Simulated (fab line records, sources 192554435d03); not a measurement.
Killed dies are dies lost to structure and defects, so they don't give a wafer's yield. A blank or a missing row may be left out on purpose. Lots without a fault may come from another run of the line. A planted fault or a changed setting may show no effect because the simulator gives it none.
fab line records | flow n5_finfet
record lots=4 wafers=12 last_day=14
route steps=1938 shown BEOL_M5@1124 PASSIVATION@1936
lots that met no fault: from a run of the same line without faults
start_h: hours from the record's first day to the start of the lot's first wafer shown | wait_h: hours since the lot's step before | " the same as in the row above | L1.1+2: a row that stands for several wafers | - no value, or no start given | * or withheld: withheld | < > ~ a bound
route shown NAME@n: a module of which the file shows steps, and the number in the route of the first | usual: mean/standard deviation of fault-free wafers | same: alike in all rows | chamber/n: place in a boat | sites: the reading at each site | _std_site: their standard deviation | _edge_site: outer sites' mean less inner sites' | radius_mm: how far each site lies from the wafer's centre | mask NAME#n: copy n | behind: the tool/chamber that last shaped the wafer | hold: why the lot was held/for how many hours/how that ended | device: the transistor (n, p or np) that didn't switch | end of line: the same wafers' tests at the end of the route | a step without rows: its recipe alone | killed: dies lost to structure and defects at the first sort, not the wafer's yield | map: a wafer's dies, x killed, . not, _ none there
set.NAME: the setting as run; set.NAME@STEP: as run at that earlier step | model.NAME: the simulator's own value behind a step, which no gauge read
lots at some steps of the route; a table a step, a row a wafer
services: from which hour (start_h, from the record's first day; less than 0 if before it) a tool's chamber was out of use, for how many hours, and why
## steps
# step N5_BEOL_M5_PEB_09
# recipe peb_temp_c=100 peb_time_s=60 resist=CAR-EUV
# step N5_BEOL_M5_DEVELOP_10
# recipe develop_time_s=30 developer=TMAH resist=CAR-EUV rinse_liquid=surfactant_rinse dry=air_spin dev_temp_c=23
# step N5_BEOL_M5_DESCUM_16
# recipe chemistry=O2 time_s=7 source_power_w=50 bias_power_w=20 pressure_mtorr=20 rf_frequency_hz=2.712e+07 temp_c=40 resist=CAR-EUV o2_flow_sccm=225
# step N5_BEOL_M5_ETCH_72
# recipe chemistry=N2/H2 target=underlayer target_depth_a=65 mask_material=CAR-EUV time_s=5.2 ion_energy_ev=200 pressure_mtorr=30 source_w=840 bias_w=150 n2_flow_sccm=200 h2_flow_sccm=200 ends=cleared
# step N5_BEOL_M5_ETCH_61
# recipe chemistry=CF4 target=SiARC target_depth_a=156 mask_material=CAR-EUV time_s=26 ion_energy_ev=80 pressure_mtorr=40 source_w=545 bias_w=36 Ar_flow_sccm=100 cf4_flow_sccm=100 ends=cleared
# step N5_BEOL_M5_ETCH_62
# recipe chemistry=N2/H2 target=SOC target_depth_a=750 overetch_a=150 mask_material=SiARC temp_c=40 time_s=112.5 ion_energy_ev=200 pressure_mtorr=30 source_w=840 bias_w=150 n2_flow_sccm=200 h2_flow_sccm=200
# step N5_BEOL_M5_STRIP_63
# recipe chemistry=N2/H2 temp_c=40 n2_flow_sccm=200 h2_flow_sccm=200 rf_frequency_hz=6e+07
# step N5_BEOL_M5_STRIP_73
# recipe chemistry=N2/H2 temp_c=40 n2_flow_sccm=200 h2_flow_sccm=200 rf_frequency_hz=6e+07
# step N5_BEOL_M5_STRIP_64
# recipe chemistry=CF4 resist=SiARC power_w=300 bias_power_w=75 pressure_mtorr=50 cf4_flow_sccm=150 rf_frequency_hz=6e+07
# step N5_BEOL_M5_HM_OPEN_17
# recipe chemistry=Cl2/BCl3 target_depth_a=200 overetch_a=60 target=TiN mask_material=SOC ion_energy_ev=150 pressure_mtorr=10 icp_w=1000 bias_w=126 Cl2_flow_sccm=53.25 bcl3_flow_sccm=21.75 Ar_flow_sccm=25
# usual drypump_motor_current_A=5.6/0.43 oes_product_au=0.67/0.049 throttle_valve_pct=22.08/0.15
# columns lot.wafer tool chamber start_h wait_h drypump_motor_current_A oes_product_au rf_hours_counter_h throttle_valve_pct
L643.1 rie_metal-02 1 180.98 0.0 5.1 0.64 46 21.98
L643.3 " 0 " " 6.2 0.64 - 22.32
L643.4 " 1 " " 5.2 0.66 - 21.96
L652.3 rie_metal-03 0 230.93 0.1 5.2 0.73 - 22.10
L652.4 " 1 " " 5.7 0.65 - 22.14
L652.5 " 0 " " 5.3 0.74 - 22.09
L651.1 rie_metal-02 0 232.20 0.0 6.2 0.62 66 22.32
L651.4 " 1 " " 5.1 0.65 - 21.97
L651.5 " 1 " " 5.2 0.64 - 21.98
L653.3 rie_metal-02 1 239.07 0.1 5.2 0.65 - 21.97
L653.4 " 0 " " 6.2 0.62 - 22.32
L653.6 " 1 " " 5.2 0.64 - 21.99
# step N5_BEOL_M5_STRIP_19
# recipe chemistry=O2 power_w=400 temp_c=40 pressure_mtorr=30 rf_frequency_hz=6e+07 bias_power_w=0 overash_fraction=0.2 o2_flow_sccm=225
# step N5_BEOL_M5_COAT_65
# recipe resist=SOC temp_c=250 time_s=60 spin_rpm=1500 resist_thk_nm=60
# step N5_BEOL_M5_COAT_66
# recipe resist=SiARC temp_c=220 time_s=60 spin_rpm=1500 resist_thk_nm=12
# step N5_BEOL_M5_COAT_74
# recipe resist=underlayer temp_c=205 time_s=60 spin_rpm=1500 resist_thk_nm=5
# step N5_BEOL_M5_COAT_22
# recipe resist=CAR-EUV spin_rpm=1500 resist_thk_nm=30
# step N5_BEOL_M5_EBR_24
# recipe solvent=PGMEA ebr_width_mm=1.5
# step N5_BEOL_M5_SOFTBAKE_23
# recipe temp_c=110 time_s=60 resist=CAR-EUV
# step N5_BEOL_M5_EXPOSE_25
# recipe mask_id=V4 na=0.33 source_shape=quasar sigma_inner=0.2 sigma_outer=0.6 polarization=unpolarized defocus_nm=10 dose_mj=52.75
# step N5_BEOL_M5_PEB_26
# recipe peb_temp_c=100 peb_time_s=60 resist=CAR-EUV
# step N5_BEOL_M5_DEVELOP_27
# recipe develop_time_s=30 developer=TMAH resist=CAR-EUV rinse_liquid=surfactant_rinse dry=air_spin dev_temp_c=23
# step N5_BEOL_M5_INSPECT_30
# recipe mode=adi inspect_instrument=brightfield
# usual raw_defect_count=382/83
# columns lot.wafer tool chamber start_h wait_h raw_defect_count
L643.1 defect_inspect-01 - 181.84 0.1 280
L643.3 " - " " 263
L643.4 " - " " 378
L652.3 defect_inspect-01 - 233.02 0.0 312
L652.4 " - " " 271
L652.5 " - " " 366
L651.1 defect_inspect-01 - 233.19 0.1 783
L651.4 " - " " 1060
L651.5 " - " " 893
L653.3 defect_inspect-01 - 239.65 0.0 964
L653.4 " - " " 864
L653.6 " - " " 1048
# step N5_BEOL_M5_DESCUM_33
# recipe chemistry=O2 time_s=7 source_power_w=50 bias_power_w=20 pressure_mtorr=20 rf_frequency_hz=2.712e+07 temp_c=40 resist=CAR-EUV o2_flow_sccm=225
# step N5_PASSIVATION_PROBE_49
# usual defect_limited_yield=91.1/1.5 killed_at_M0_to_M3=35/11 killed_at_M4_up=13/5.7 killed_at_contacts=12/5.7 killed_at_front_end=40/11 killed_at_other=4/4.4 killed_dies=105/18 killed_open=68/14 killed_short=34/7.4 sort_bin_5_function=5.2/1 sort_bin_6_memory=3.3/0.67 sort_n_pass=1074/18 sort_yield_pct=91.0/1.5
# same gross_dies=1180 killed_at_back_side=0 sort_bin_4_leakage[%]=0 sort_bin_8_speed[%]=0
# columns lot.wafer tool chamber start_h wait_h defect_limited_yield[%] killed_at_M0_to_M3 killed_at_M4_up killed_at_contacts killed_at_front_end killed_at_other killed_dies killed_open killed_short sort_bin_5_function[%] sort_bin_6_memory[%] sort_n_pass sort_yield_pct[%]
L651.1 prober-01 - 320.51 0.0 88.8 25 43 8 55 1 132 52 40 7.3 2.5 1048 88.8
L651.4 prober-01 - 320.66 0.2 82.5 35 121 9 41 0 206 62 30 11.0 4.2 974 82.5
L651.5 prober-01 - 320.71 0.2 80.3 57 125 12 38 1 233 80 38 13.4 4.8 947 80.3
L653.3 prober-01 - 327.58 0.1 82.7 33 131 6 32 2 204 58 22 9.9 4.5 976 82.7
L653.4 prober-01 - 327.63 0.2 89.5 33 42 6 42 1 124 49 33 5.8 3.4 1056 89.5
L653.6 prober-01 - 327.73 0.3 82.8 23 142 13 22 3 203 54 22 10.4 4.2 977 82.8
# killed by level:class
L651.1 BEOL_M5:unspecified=37 STI_FIN_REVEAL:geometric_particle:open=17 BEOL_M0_SAQP:geometric_particle:open=8 STARTING-WAFER:geometric_particle:short=7 FIN_SAQP:geometric_particle:open=6 STI_FIN_REVEAL:geometric_particle:short=6 BEOL_M0_SAQP:geometric_particle:short=6 BEOL_M2:geometric_particle:open=5
L651.4 BEOL_M5:unspecified=114 STI_FIN_REVEAL:geometric_particle:open=16 BEOL_M0_SAQP:geometric_particle:open=10 FIN_SAQP:geometric_particle:open=9 BEOL_M0_SAQP:geometric_particle:short=8 MOL_CONTACT_COAG:geometric_particle:open=7 FIN_SAQP:geometric_particle:short=4 BEOL_M1:geometric_particle:open=4
L651.5 BEOL_M5:unspecified=115 BEOL_M0_SAQP:geometric_particle:short=19 STI_FIN_REVEAL:geometric_particle:open=18 BEOL_M2:geometric_particle:open=17 BEOL_M0_SAQP:geometric_particle:open=11 MOL_CONTACT_COAG:geometric_particle:open=10 DUMMY_GATE:geometric_particle:open=7 BEOL_M4:geometric_particle:open=4
L653.3 BEOL_M5:unspecified=124 FIN_SAQP:geometric_particle:open=9 BEOL_M0_SAQP:geometric_particle:open=9 BEOL_M2:geometric_particle:open=6 STI_FIN_REVEAL:geometric_particle:open=5 BEOL_M0_SAQP:geometric_particle:short=5 BEOL_M1:geometric_particle:open=5 FIN_SAQP:geometric_particle:short=4
L653.4 BEOL_M5:unspecified=39 FIN_SAQP:geometric_particle:open=12 BEOL_M1:geometric_particle:open=11 BEOL_M0_SAQP:geometric_particle:short=8 BEOL_M0_SAQP:geometric_particle:open=6 GATE_CUT:geometric_particle:short=5 FIN_SAQP:geometric_particle:short=4 MOL_CONTACT_COAG:geometric_particle:open=4
L653.6 BEOL_M5:unspecified=124 BEOL_M0_SAQP:geometric_particle:open=10 MOL_CONTACT_COAG:geometric_particle:open=9 BEOL_M4:geometric_particle:open=9 FIN_SAQP:geometric_particle:open=6 MOL_CONTACT_COAG:geometric_particle:short=4 BEOL_M0_SAQP:geometric_particle:short=4 BEOL_M1:geometric_particle:open=4
# map L651.5 (x killed, . not)
_________________.x..x.xxx...________________
______________.xx..x.xxxxx.xxx.._____________
___________.....xxxxxxxx.xx..x...x.__________
__________....x.x.xxxxxxxxxx..x....._________
________.x......xxxxxxxxxxxxxx..x....._______
_______...xx..xx.xxxxxxxxxxxxx.........______
______..x....x..xxxxxxxxxxxx...x.x...x.._____
_____..........x.xxxxxxxxxxxxx.......x...____
____.............xxxxxxxxx.xx...x.......x.___
___..xx.........x..xxxxxx.xx............xx.__
___................x.xx.x....x..........x..__
__.......xx...x.....x.x.x..xx.....x........._
__.................x.............x.........._
_..........x.......................x...xx....
_............x..x....x......x................
_.............x..x.x................xx......x
_.....x..................x............x....x.
_.............x............................x.
_.............x.......x............x.........
_.x.xx........x.x.....x.x......x.....x.....x.
_.x.............x....xx......................
__..x...........xx.............xx........x.._
__x.x...........................x....x.x..x._
___...xx....x...........................x..__
___.x........x...............x..x........x.__
____.xx.........x....x......x.x..........x___
_____..................................x.____
______....x.................x..x........_____
_______.x...................x...xx.....______
________..x.....x.........xx...x......_______
__________.....x........x..........._________
___________...x...............x....__________
______________........x........._____________
_________________x...........________________
# map L653.3 (x killed, . not)
_________________.x..xx.xx..x________________
______________.x.x.xx.xxx.x....._____________
___________.....xx.xxxxxxxxxx.xxx..__________
__________...x.x.xxxxxxxxxxx........_________
________.......xxxxxxxxxxxxxx.xx......_______
_______..x.....x.xxxxxxxxxxx.x......x..______
______...x.x..x.xxxxxxxxxxxx.xx........._____
_____...........xxxxxxxxxxxxx........x...____
____............xxxxxxxxxxx...x...........___
___...........x..xxxxxxxxx.x...............__
___.............xx.xxxx..xx............x...__
__..................xxx..x...xx......x......_
__.............x..........x........x.x......_
_.......x....x...x.......................x...
_x...............x..................x........
_..............x........x................x...
_......x.x........x.......x..................
_.........x....................x.....x.......
_..................x........x................
_...x........x...................x..xx.......
_.......x....x...............................
__.......xx.x...........x........x......x..._
__...........................x.............._
___x......x.......................x...x....__
___.........x.......x....x.................__
____x...................x.................___
_____..xx..............xx................____
______x....x............................_____
_______...x............................______
________.............................._______
__________...x..x.......x..........._________
___________..x....................x__________
______________x.......x........._____________
_________________..........x.________________
## services
# columns tool chamber start_h hours kind
rie_metal-03 - 169.47 2.0 repair
rie_metal-02 - 170.17 0.7 repair
rie_metal-02 0 186.25 6.2 repair
## key
first_sign step=N5_BEOL_M5_INSPECT_30 reading=raw_defect_count direction=up sigmas=6.6 usual=382 struck=935
effect step=N5_PASSIVATION_PROBE_49 reading=killed_at_M4_up direction=up sigmas=15 usual=13 struck=101
more_kills_born_at N5_BEOL_M5_HM_OPEN_17@rie_metal-02=553
met_at N5_BEOL_M5_HM_OPEN_17
struck_wafers L651.1,L651.4,L651.5,L653.3,L653.4,L653.6
onset_between 180.98 232.20
also_fits time
fault kind=chamber_particle_source tool=rie_metal-02 chamber=- onset_h=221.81 steps=N5_BEOL_M5_HM_OPEN_17 rate_per_visit_cm2=0.78051 end_h=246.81
